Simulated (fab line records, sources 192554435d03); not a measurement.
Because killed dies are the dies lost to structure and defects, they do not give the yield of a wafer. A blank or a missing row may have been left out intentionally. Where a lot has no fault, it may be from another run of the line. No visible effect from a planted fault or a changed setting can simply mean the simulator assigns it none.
A single fault, viewed from 2 desks / flow n5 finfet / each desk has only its own numbers; what lay behind them comes last

## THE TOOL OWNER'S DESK: vapor etch-01
The tool's own readings at N5_STI_FIN_REVEAL_RECESS_09 (chemistry HF/NH3, target SiO2, afs cycles 11, target depth 42.5 nm, sublimation time 60 s): means of the sampled wafers that have a number, for each lot that ran on this tool. Any lot whose mean is over 4 standard deviations away from the usual mean is out of limits and marked OUT; that distance is given in the brackets.
Columns: A = drypump motor current A at N5_STI_FIN_REVEAL_RECESS_09, usual 5.3 A
lot=L578; first seen here=day 3 16:30; A=5.1
lot=L579; first seen here=day 3 21:53; A=5.1
lot=L582; first seen here=day 4 16:38; A=5.2
lot=L587; first seen here=day 5 23:19; A=5.1
lot=L589; first seen here=day 6 10:02; A=5.2
lot=L591; first seen here=day 7 01:03; A=5.2
lot=L592; first seen here=day 7 03:58; A=5.2
This desk's finding: nothing out of limits on any of the 7 lots.

## METROLOGY DESK
What the gauges read for every lot (on any tool): the sampled wafers with a number, averaged. Any lot whose mean is over 4 standard deviations away from the usual mean is out of limits and marked OUT; that distance is given in the brackets. Shown here are 7 of its 11 readings, the ones lying furthest out on some lot.
Columns: A = trench depth nm at N5_STI_FIN_REVEAL_FIN_H_MEAS_10, usual 52.1 nm; B = DIBL_N at N5_BEOL_M4_RC_MEAS_101, usual 37.1 mV/V; C = IOFF_P at N5_BEOL_M4_RC_MEAS_101, usual 0.22 nA/um; D = ION_N at N5_BEOL_M4_RC_MEAS_101, usual 680 uA/um; E = ION_P at N5_BEOL_M4_RC_MEAS_101, usual 464 uA/um; F = VT_N at N5_BEOL_M4_RC_MEAS_101, usual 248.9 mV; G = VT_P at N5_BEOL_M4_RC_MEAS_101, usual -251 mV
lot=L576; first seen here=day 3 09:22; A=53.0; B=36.2; C=0.20; D=681; E=461; F=248.5; G=-253
lot=L578; first seen here=day 3 18:40; A=52.1; B=38.1; C=0.23; D=691; E=466; F=246.3; G=-249
lot=L579; first seen here=day 4 00:36; A=52.4; B=37.8; C=0.20; D=676; E=459; F=250.7; G=-253
lot=L582; first seen here=day 4 19:39; A=52.4; B=36.2; C=0.21; D=681; E=467; F=249.9; G=-251
lot=L583; first seen here=day 5 00:37; A=52.3; B=36.0; C=0.20; D=673; E=462; F=248.9; G=-254
lot=L587; first seen here=day 6 02:01; A=51.2; B=37.5; C=0.17; D=674; E=456; F=250.0; G=-256
lot=L589; first seen here=day 6 12:44; A=54.8; B=37.8; C=0.20; D=710; E=479; F=245.6; G=-254
lot=L591; first seen here=day 7 02:41; A=54.4; B=34.6; C=0.22; D=696; E=484; F=249.2; G=-248
lot=L592; first seen here=day 7 06:40; A=55.3; B=37.2; C=0.23; D=710; E=484; F=245.6; G=-250
lot=L594; first seen here=day 7 19:31; A=51.3; B=37.7; C=0.22; D=680; E=464; F=246.8; G=-251
This desk's finding: nothing out of limits on any of the 10 lots.

## PUT TOGETHER
The tool owner's desk saw nothing out of limits.
At the metrology desk, nothing out of limits was observed.

## WHAT THE SIMULATOR PUT IN
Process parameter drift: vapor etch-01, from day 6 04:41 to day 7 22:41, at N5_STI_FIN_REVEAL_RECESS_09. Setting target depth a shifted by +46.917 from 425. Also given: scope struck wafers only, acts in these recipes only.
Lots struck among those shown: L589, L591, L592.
